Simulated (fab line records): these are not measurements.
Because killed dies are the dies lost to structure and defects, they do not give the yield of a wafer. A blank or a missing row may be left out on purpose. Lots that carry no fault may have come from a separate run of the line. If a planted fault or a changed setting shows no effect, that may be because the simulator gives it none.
Which tool did it? / flow nand-harc / 12 lots with 36 wafers sampled at 7 steps, on a route of 1302 steps

WHAT THE GAUGES SHOWED, per wafer
NHARC_P_M0_OVL_MEAS_10: pitch 180 nm.
lot=L727; measured=day 6 17:40; on=overlay-01; overlay-x-nm (nm)=-0.6 -0.3 0.6; overlay-y-nm (nm)=-1.0 -0.5 -1.4
lot=L728; measured=day 6 17:56; on=overlay-02; overlay-x-nm (nm)=0.5 0.7 0.8; overlay-y-nm (nm)=-1.2 -0.7 -0.8
lot=L729; measured=day 7 10:44; on=overlay-01; overlay-x-nm (nm)=0.3 0.4 0.5; overlay-y-nm (nm)=0.2 0.4 0.6
lot=L732; measured=day 8 16:52; on=overlay-01; overlay-x-nm (nm)=-0.5 -0.1 0.0; overlay-y-nm (nm)=0.1 0.4 0.2
lot=L734; measured=day 9 12:19; on=overlay-02; overlay-x-nm (nm)=-0.4 -0.5 -0.8; overlay-y-nm (nm)=-1.0 -0.9 -0.7
lot=L735; measured=day 10 08:23; on=overlay-01; overlay-x-nm (nm)=-0.9 -0.7 -0.2; overlay-y-nm (nm)=-0.4 -0.5 -0.3
lot=L738; measured=day 11 06:22; on=overlay-01; overlay-x-nm (nm)=-1.2 -0.3 -0.8; overlay-y-nm (nm)=-0.3 0.2 -0.3
lot=L740; measured=day 12 03:58; on=overlay-01; overlay-x-nm (nm)=0.3 0.3 0.1; overlay-y-nm (nm)=-1.7 -1.5 -1.0
lot=L742; measured=day 12 15:57; on=overlay-02; overlay-x-nm (nm)=0.9 0.9 1.2; overlay-y-nm (nm)=-0.8 -1.3 -1.1
lot=L745; measured=day 13 21:16; on=overlay-01; overlay-x-nm (nm)=-1.1 -1.6 -1.9; overlay-y-nm (nm)=-0.3 -1.0 -1.1
lot=L746; measured=day 14 08:41; on=overlay-02; overlay-x-nm (nm)=1.3 1.3 0.6; overlay-y-nm (nm)=-0.7 -0.4 0.2
lot=L747; measured=day 14 23:32; on=overlay-02; overlay-x-nm (nm)=0.7 1.4 1.3; overlay-y-nm (nm)=-1.4 -1.6 -1.6

NHARC_P_M0_INSPECT_27.
lot=L727; measured=day 6 21:18; on=defect-inspect-02; raw-defect-count=379 174 293
lot=L728; measured=day 6 20:31; on=defect-inspect-01; raw-defect-count=274 283 380
lot=L729; measured=day 7 13:25; on=defect-inspect-01; raw-defect-count=218 275 393
lot=L732; measured=day 8 19:26; on=defect-inspect-01; raw-defect-count=218 258 400
lot=L734; measured=day 9 14:53; on=defect-inspect-01; raw-defect-count=277 238 462
lot=L735; measured=day 10 11:04; on=defect-inspect-02; raw-defect-count=239 222 256
lot=L738; measured=day 11 09:00; on=defect-inspect-01; raw-defect-count=107 118 270
lot=L740; measured=day 12 06:34; on=defect-inspect-01; raw-defect-count=358 297 368
lot=L742; measured=day 12 18:32; on=defect-inspect-01; raw-defect-count=199 154 221
lot=L745; measured=day 13 23:52; on=defect-inspect-02; raw-defect-count=1125 1146 1041
lot=L746; measured=day 14 11:18; on=defect-inspect-02; raw-defect-count=1278 1141 1169
lot=L747; measured=day 15 02:05; on=defect-inspect-02; raw-defect-count=178 181 245

NHARC_P_M1_INSPECT_11.
lot=L727; measured=day 6 22:49; on=defect-inspect-01; raw-defect-count=6 4 1
lot=L728; measured=day 6 22:03; on=defect-inspect-02; raw-defect-count=9 13 9
lot=L729; measured=day 7 14:56; on=defect-inspect-02; raw-defect-count=10 3 2
lot=L732; measured=day 8 20:57; on=defect-inspect-02; raw-defect-count=5 7 3
lot=L734; measured=day 9 16:32; on=defect-inspect-01; raw-defect-count=2 1 4
lot=L735; measured=day 10 12:37; on=defect-inspect-01; raw-defect-count=8 6 5
lot=L738; measured=day 11 10:31; on=defect-inspect-01; raw-defect-count=2 3 7
lot=L740; measured=day 12 08:06; on=defect-inspect-01; raw-defect-count=1 4 6
lot=L742; measured=day 12 20:02; on=defect-inspect-02; raw-defect-count=2 2 5
lot=L745; measured=day 14 01:48; on=defect-inspect-02; raw-defect-count=806 734 778
lot=L746; measured=day 14 12:42; on=defect-inspect-02; raw-defect-count=784 746 827
lot=L747; measured=day 15 03:37; on=defect-inspect-01; raw-defect-count=1 3 3

NHARC_END_SORT_01.
lot=L742; measured=day 30 05:48; on=prober-01; defect-limited-yield (%)=89 90; killed-at-array=71 70; killed-at-other=0 1; killed-at-periphery=4 0; killed-dies=75 71; killed-open=6 3; killed-short=2 4
lot=L745; measured=day 32 20:44; on=prober-01; defect-limited-yield (%)=27 32 32; killed-at-array=43 34 31; killed-at-other=5 2 3; killed-at-periphery=445 423 426; killed-dies=493 459 460; killed-open=5 3 1; killed-short=1 2 0
lot=L746; measured=day 33 00:01; on=prober-02; defect-limited-yield (%)=27 32 28; killed-at-array=52 41 43; killed-at-other=1 0 0; killed-at-periphery=438 418 443; killed-dies=491 459 486; killed-open=0 3 0; killed-short=1 1 0

WHICH TOOL RAN EACH LOT (tool, then ch and the chambers of the sampled wafers, then the start)
lot=L727; NHARC_P_M0_DEGAS_28=pvd-sputter-03, day 6 19:26; NHARC_P_M0_CMP_23=cmp-04 ch 1,3, day 6 20:50; NHARC_P_M0_PRE_CLEAN_31=pecvd-02 ch 0,2, day 6 21:22
lot=L728; NHARC_P_M0_DEGAS_28=pvd-sputter-01, day 6 18:58; NHARC_P_M0_CMP_23=cmp-04 ch 0,1,3, day 6 20:07; NHARC_P_M0_PRE_CLEAN_31=pecvd-02 ch 0,1,2, day 6 20:35
lot=L729; NHARC_P_M0_DEGAS_28=pvd-sputter-03, day 7 11:53; NHARC_P_M0_CMP_23=cmp-04 ch 0,1,2, day 7 12:57; NHARC_P_M0_PRE_CLEAN_31=pecvd-01 ch 0,1,2, day 7 13:29
lot=L732; NHARC_P_M0_DEGAS_28=pvd-sputter-01, day 8 17:53; NHARC_P_M0_CMP_23=cmp-02 ch 0,1,2, day 8 18:59; NHARC_P_M0_PRE_CLEAN_31=pecvd-01 ch 0,2, day 8 19:30
lot=L734; NHARC_P_M0_DEGAS_28=pvd-sputter-03, day 9 13:20; NHARC_P_M0_CMP_23=cmp-02 ch 0,1,3, day 9 14:30; NHARC_P_M0_PRE_CLEAN_31=pecvd-04 ch 1,2, day 9 15:05
lot=L735; NHARC_P_M0_DEGAS_28=pvd-sputter-02, day 10 09:30; NHARC_P_M0_CMP_23=cmp-04 ch 1,3, day 10 10:35; NHARC_P_M0_PRE_CLEAN_31=pecvd-04 ch 0,1, day 10 11:09
lot=L738; NHARC_P_M0_DEGAS_28=pvd-sputter-01, day 11 07:27; NHARC_P_M0_CMP_23=cmp-02 ch 0,1,3, day 11 08:34; NHARC_P_M0_PRE_CLEAN_31=pecvd-02 ch 0,2, day 11 09:04
lot=L740; NHARC_P_M0_DEGAS_28=pvd-sputter-02, day 12 04:59; NHARC_P_M0_CMP_23=cmp-01 ch 2,3, day 12 06:05; NHARC_P_M0_PRE_CLEAN_31=pecvd-02 ch 0,1,2, day 12 06:39
lot=L742; NHARC_P_M0_DEGAS_28=pvd-sputter-03, day 12 16:58; NHARC_P_M0_CMP_23=cmp-01 ch 1,2,3, day 12 18:07; NHARC_P_M0_PRE_CLEAN_31=pecvd-04 ch 0,2, day 12 18:36
lot=L745; NHARC_P_M0_DEGAS_28=pvd-sputter-02, day 13 22:17; NHARC_P_M0_CMP_23=cmp-02 ch 1,2,3, day 13 23:23; NHARC_P_M0_PRE_CLEAN_31=pecvd-04 ch 0,1, day 14 00:19
lot=L746; NHARC_P_M0_DEGAS_28=pvd-sputter-01, day 14 09:44; NHARC_P_M0_CMP_23=cmp-02 ch 0,1,2, day 14 10:53; NHARC_P_M0_PRE_CLEAN_31=pecvd-04 ch 0,1,2, day 14 11:23
lot=L747; NHARC_P_M0_DEGAS_28=pvd-sputter-01, day 15 00:32; NHARC_P_M0_CMP_23=cmp-01 ch 0,1,2, day 15 01:37; NHARC_P_M0_PRE_CLEAN_31=pecvd-04 ch 0,1,2, day 15 02:10
- NHARC_P_M0_DEGAS_28: time 60 s.
- NHARC_P_M0_CMP_23: polishes, t overpolish 20 s, target thk 117.54 nm.
- NHARC_P_M0_PRE_CLEAN_31: time 12 s.

AS READ BY THE TOOLS THEMSELVES (means over the sampled wafers that have a number; for cases with no such wafer, the mark the record gives instead)
NHARC_P_M0_DEGAS_28.
lot=L727; tool=pvd-sputter-03; heater-power-w (W)=346
lot=L728; tool=pvd-sputter-01; heater-power-w (W)=340
lot=L729; tool=pvd-sputter-03; heater-power-w (W)=364
lot=L732; tool=pvd-sputter-01; heater-power-w (W)=308
lot=L734; tool=pvd-sputter-03; heater-power-w (W)=356
lot=L735; tool=pvd-sputter-02; heater-power-w (W)=316
lot=L738; tool=pvd-sputter-01; heater-power-w (W)=322
lot=L740; tool=pvd-sputter-02; heater-power-w (W)=310
lot=L742; tool=pvd-sputter-03; heater-power-w (W)=357
lot=L745; tool=pvd-sputter-02; heater-power-w (W)=276
lot=L746; tool=pvd-sputter-01; heater-power-w (W)=317
lot=L747; tool=pvd-sputter-01; heater-power-w (W)=326

NHARC_P_M0_CMP_23.
lot=L727; tool=cmp-04; motor-current-A (A)=11.1; pad-life-wafers=103; slurry-flow-ml-min=149.8; time-to-endpoint-s (s)=29.1
lot=L728; tool=cmp-04; motor-current-A (A)=11.6; pad-life-wafers=98; slurry-flow-ml-min=150.0; time-to-endpoint-s (s)=32.0
lot=L729; tool=cmp-04; motor-current-A (A)=11.6; pad-life-wafers=182; slurry-flow-ml-min=149.7; time-to-endpoint-s (s)=29.2
lot=L732; tool=cmp-02; motor-current-A (A)=13.0; pad-life-wafers=182; slurry-flow-ml-min=149.9; time-to-endpoint-s (s)=30.3
lot=L734; tool=cmp-02; motor-current-A (A)=12.7; pad-life-wafers=243; slurry-flow-ml-min=149.9; time-to-endpoint-s (s)=30.2
lot=L735; tool=cmp-04; motor-current-A (A)=11.3; pad-life-wafers=43; slurry-flow-ml-min=150.0; time-to-endpoint-s (s)=31.5
lot=L738; tool=cmp-02; motor-current-A (A)=12.5; pad-life-wafers=56; slurry-flow-ml-min=150.2; time-to-endpoint-s (s)=28.7
lot=L740; tool=cmp-01; motor-current-A (A)=12.7; pad-life-wafers=326; slurry-flow-ml-min=150.3; time-to-endpoint-s (s)=28.9
lot=L742; tool=cmp-01; motor-current-A (A)=12.2; pad-life-wafers=368; slurry-flow-ml-min=150.0; time-to-endpoint-s (s)=30.1
lot=L745; tool=cmp-02; motor-current-A (A)=12.2; pad-life-wafers=289; slurry-flow-ml-min=149.8; time-to-endpoint-s (s)=29.6
lot=L746; tool=cmp-02; motor-current-A (A)=12.7; pad-life-wafers=326; slurry-flow-ml-min=149.9; time-to-endpoint-s (s)=33.2
lot=L747; tool=cmp-01; motor-current-A (A)=12.4; pad-life-wafers=199; slurry-flow-ml-min=149.8; time-to-endpoint-s (s)=28.8

NHARC_P_M0_PRE_CLEAN_31.
lot=L727; tool=pecvd-02; heater-power-w (W)=614
lot=L728; tool=pecvd-02; heater-power-w (W)=621
lot=L729; tool=pecvd-01; heater-power-w (W)=616
lot=L732; tool=pecvd-01; heater-power-w (W)=620
lot=L734; tool=pecvd-04; heater-power-w (W)=674
lot=L735; tool=pecvd-04; heater-power-w (W)=625
lot=L738; tool=pecvd-02; heater-power-w (W)=632
lot=L740; tool=pecvd-02; heater-power-w (W)=652
lot=L742; tool=pecvd-04; heater-power-w (W)=576
lot=L745; tool=pecvd-04; heater-power-w (W)=626
lot=L746; tool=pecvd-04; heater-power-w (W)=621
lot=L747; tool=pecvd-04; heater-power-w (W)=647

THE ANSWER, worked out from the rows above alone
Rule: the usual values come from the lots themselves. The widest of any qualifying gaps counts: lots, ordered by their means at a reading, are off when they make up no more than a third of the lots, leave a main group of 4 or more, and stand apart from it by 3 or more times the standard deviation of that group's means. If all means in a main group match to the digits the tables above print for the reading, that group is not used. Also off: a lot with no number at a reading for which 4 or more lots have one. The other lots that the step has rows for count as sound. The gauges are gone through in route order, then the tools' own readings, and for those a lot's mean is taken as printed above. At the first step where some lot is off, the reading lying furthest off is the one used; lots without a number count as furthest.
Off, at NHARC_P_M0_INSPECT_27 on raw-defect-count: L745, L746. The main group: mean 264, standard deviation 58.
A tool fits if, at a process step before that reading, it ran every lot that is off, and no sound lot after the first of them. Those tools and the gauges at NHARC_P_M0_INSPECT_27 are tried in the same way. One candidate fits, namely cmp-02 at NHARC_P_M0_CMP_23. Its last sound lot is L738 (day 11 08:34), its first lot that is off L745 (day 13 23:23): a fault that began between those two fits.

WHAT THE SIMULATOR PUT IN
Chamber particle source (cmp-02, NHARC_P_M0_CMP_23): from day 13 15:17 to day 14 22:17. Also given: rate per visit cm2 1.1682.
Lots struck among those shown: L745, L746. This agrees with what the rule above found.
